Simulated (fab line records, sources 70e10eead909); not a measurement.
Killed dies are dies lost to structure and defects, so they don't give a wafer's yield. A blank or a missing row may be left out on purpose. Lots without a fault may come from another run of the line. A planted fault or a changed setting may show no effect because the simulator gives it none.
A struck lot beside a sound one | flow nand_harc | 30 steps out of a route of 1302
Sound: wafers L310.1, L310.4, L310.6. Struck: wafers L318.3, L318.4, L318.5. The cause comes at the end.
At each step with rows: each side's tool, then ch and its chambers, then its first start. Under that, the readings that differ: sound wafers | struck wafers | difference of the means | sigmas: that difference in standard deviations of wafers without a fault.
alike: readings whose means differ by less than 2 such deviations, and words and numbers that are the same on both sides. not compared: withheld readings, readings that some wafer has no value for, bounds like >300 that may hide the same value, and numbers for which the record gives no deviation and whose values overlap.
The two part at a step that has a row with sigmas, a row that says differs or no value, or rows on one side only. Numbers that don't overlap but have no deviation are shown without sigmas and don't part them. A reading that every wafer of one side lacks parts them only if that side has two wafers or more.

first, 2 steps without rows for these wafers: NHARC_A_CHANNEL_HOLE_D2_PEB_08 (peb time 65 s); NHARC_A_CHANNEL_HOLE_D2_DEVELOP_09 (develop time 35 s).
NHARC_A_CHANNEL_HOLE_D2_CD_MEAS_10: target cd 100 nm.
  sound on cd_sem-03 ch 0, day 13 20:50; struck on cd_sem-01 ch 0, day 17 01:58
  alike: cd_nm
NHARC_A_CHANNEL_HOLE_D2_OVL_MEAS_11:
  sound on overlay-02, day 13 20:56; struck on overlay-01, day 17 02:03
  alike: overlay_x_nm, overlay_y_nm
NHARC_A_CHANNEL_HOLE_D2_INSPECT_12:
  sound on defect_inspect-02, day 13 20:58; struck on defect_inspect-02, day 17 02:05
  alike: raw_defect_count
then, 1 step without rows for these wafers: NHARC_A_CHANNEL_HOLE_D2_DESCUM_15 (chemistry O2, time 3 s).
NHARC_A_CHANNEL_HOLE_D2_ETCH_38: etches the open film in CF4, target depth 39 nm, time 65 s.
  sound on rie_diel-03 ch 2,3, day 13 21:07; struck on rie_diel-04 ch 0,2, day 17 02:14
  alike: bias_w, cf4_flow_sccm, drypump_motor_current_A, oes_product_au, rf_vpp_V, showerhead_plenum_p_Torr, throttle_valve_pct
  not compared: rf_hours_counter_h
then, 1 step without rows for these wafers: NHARC_A_CHANNEL_HOLE_D2_ETCH_39 (etches the open film in N2/H2, target depth 260 nm, time 325 s).
NHARC_A_CHANNEL_HOLE_D2_ETCH_34: etches the open film in CF4/CHF3, target depth 154 nm, time 77 s.
  sound on rie_diel-03 ch 0,1,3; struck on rie_diel-04 ch 0,1,2
  alike: bias_w, cf4_flow_sccm, drypump_motor_current_A, oes_product_au, rf_vpp_V, showerhead_plenum_p_Torr, throttle_valve_pct
  not compared: rf_hours_counter_h
then, 1 step without rows for these wafers: NHARC_A_CHANNEL_HOLE_D2_ETCH_16 (etches the open film in O2/COS, target depth 3100 nm, time 806 s).
NHARC_A_CHANNEL_HOLE_D2_CD_MEAS_18:
  sound on cd_sem-03, day 13 22:08; struck on cd_sem-01, day 17 03:16
  alike: cd_nm
then, 1 step without rows for these wafers: NHARC_A_CHANNEL_HOLE_D2_ETCH_19 (etches the open film in C4F8/O2/Ar, time 34.5 s).
NHARC_A_CHANNEL_HOLE_D2_ETCH_20: etches the open film in C4F8/O2/Ar, time 361.9 s, target depth 1600 nm.
  sound on har_etch-01 ch 0,1, day 13 22:19; struck on har_etch-01 ch 0,1, day 17 06:40
  no value came back on the struck wafers for any of 6 readings (c4f8_flow_sccm (sccm), chamber_pressure_mTorr (mTorr) and others); on the sound wafers c4f8_flow_sccm (sccm) reads 89.74 89.65 89.38
  not compared: rf_hours_counter_h
then, 2 steps without rows for these wafers: NHARC_A_CHANNEL_HOLE_D2_ETCH_21 (etches the open film in C4F8/O2/Ar, time 514.3 s, target depth 1600 nm); NHARC_A_CHANNEL_HOLE_D2_ETCH_22 (etches the open film in C4F8/O2/Ar, time 666.7 s, target depth 1600 nm).
NHARC_A_CHANNEL_HOLE_D2_ETCH_23: etches the open film in C4F8/O2/Ar, time 819 s, target depth 1600 nm.
  sound on har_etch-01 ch 0,1, day 13 23:38; struck on har_etch-01 ch 0,1, day 17 08:06
  alike: c4f8_flow_sccm, chamber_pressure_mTorr, drypump_motor_current_A, o2_flow_sccm, showerhead_plenum_p_Torr, throttle_valve_pct
  not compared: rf_hours_counter_h
NHARC_A_CHANNEL_HOLE_D2_ETCH_24: etches the open film in C4F8/O2/Ar, time 906.2 s, target depth 1500 nm.
  sound on har_etch-01 ch 0,1, day 14 00:20; struck on har_etch-01 ch 0,1, day 17 08:49
  alike: c4f8_flow_sccm, chamber_pressure_mTorr, drypump_motor_current_A, o2_flow_sccm, showerhead_plenum_p_Torr, throttle_valve_pct
  not compared: rf_hours_counter_h
then, 1 step without rows for these wafers: NHARC_A_CHANNEL_HOLE_D2_ETCH_25 (etches the open film in C4F8/O2/Ar, time 1040.2 s, target depth 1500 nm).
NHARC_A_CHANNEL_HOLE_D2_ETCH_26: etches the open film in C4F8/O2/Ar, time 224.1 s, target depth 300 nm.
  sound on har_etch-01 ch 0,1, day 14 01:58; struck on har_etch-01 ch 0,1, day 17 10:17
  alike: bias_v, c4f8_flow_sccm, drypump_motor_current_A, o2_flow_sccm, showerhead_plenum_p_Torr, throttle_valve_pct
  not compared: rf_hours_counter_h
then, 4 steps without rows for these wafers: NHARC_A_CHANNEL_HOLE_D2_ETCH_27 (etches the open film in C4F8/O2/Ar, time 90 s, target depth 400 nm); NHARC_A_CHANNEL_HOLE_D2_STRIP_41 (strips in N2/H2); NHARC_A_CHANNEL_HOLE_D2_STRIP_42 (strips in CF4/CHF3); NHARC_A_CHANNEL_HOLE_D2_STRIP_43 (strips in O2/COS).
NHARC_A_CHANNEL_HOLE_D2_ETCH_44: etches the open film in CF4/O2, target depth 140 nm, overetch 14 nm, time 77 s.
  sound on rie_diel-04 ch 0,1,2, day 14 02:56; struck on rie_diel-04 ch 0,2,3, day 17 11:10
  reading                            | sound            | struck            | difference | sigmas
  model.A_CHANNEL_HOLE_D2.cd_nm (nm) | 89.95 87.82 90.8 | 96.69 98.76 98.74 | +8.54      |
  alike: bias_w, cf4_flow_sccm, drypump_motor_current_A, o2_flow_sccm, oes_product_au, rf_vpp_V, showerhead_plenum_p_Torr, throttle_valve_pct
  not compared: rf_hours_counter_h
then, 3 steps without rows for these wafers: NHARC_A_CHANNEL_HOLE_D2_STRIP_28 (strips in O2); NHARC_A_CHANNEL_HOLE_D2_PRECLEAN_29 (cleans in SC1); NHARC_A_CHANNEL_HOLE_D2_SRD_30.
NHARC_A_CHANNEL_HOLE_D2_CD_MEAS_31:
  sound on cd_sem-01, day 14 03:43; struck on cd_sem-02, day 17 11:58
  reading    | sound          | struck        | difference | sigmas
  cd_nm (nm) | 89.9 87.9 90.9 | -0.4 -0.4 0.4 | -89.7      | -90
NHARC_A_CHANNEL_HOLE_D2_XSEM_32:
  sound on xsem-01 ch 0, day 14 03:48; struck on xsem-02 ch 0, day 17 12:04
  reading        | sound          | struck      | difference | sigmas
  bot_cd_nm (nm) | 75.4 73.2 76.7 | 0.0 0.0 0.5 | -74.9      | -75
  bow_nm (nm)    | 9.2 9.1 9.2    | 0.5 0.5 0.5 | -8.7       | -28
  alike: tilt_deg
NHARC_A_CHANNEL_HOLE_D2_INSPECT_40:
  sound on defect_inspect-02, day 14 03:55; struck on defect_inspect-01, day 17 12:09
  alike: raw_defect_count

WHERE THEY PART
First at NHARC_A_CHANNEL_HOLE_D2_ETCH_20; last, within this record, at NHARC_A_CHANNEL_HOLE_D2_XSEM_32. Later steps at which nothing parts them and some readings are alike: NHARC_A_CHANNEL_HOLE_D2_INSPECT_40.

WHY: what the simulator had put in
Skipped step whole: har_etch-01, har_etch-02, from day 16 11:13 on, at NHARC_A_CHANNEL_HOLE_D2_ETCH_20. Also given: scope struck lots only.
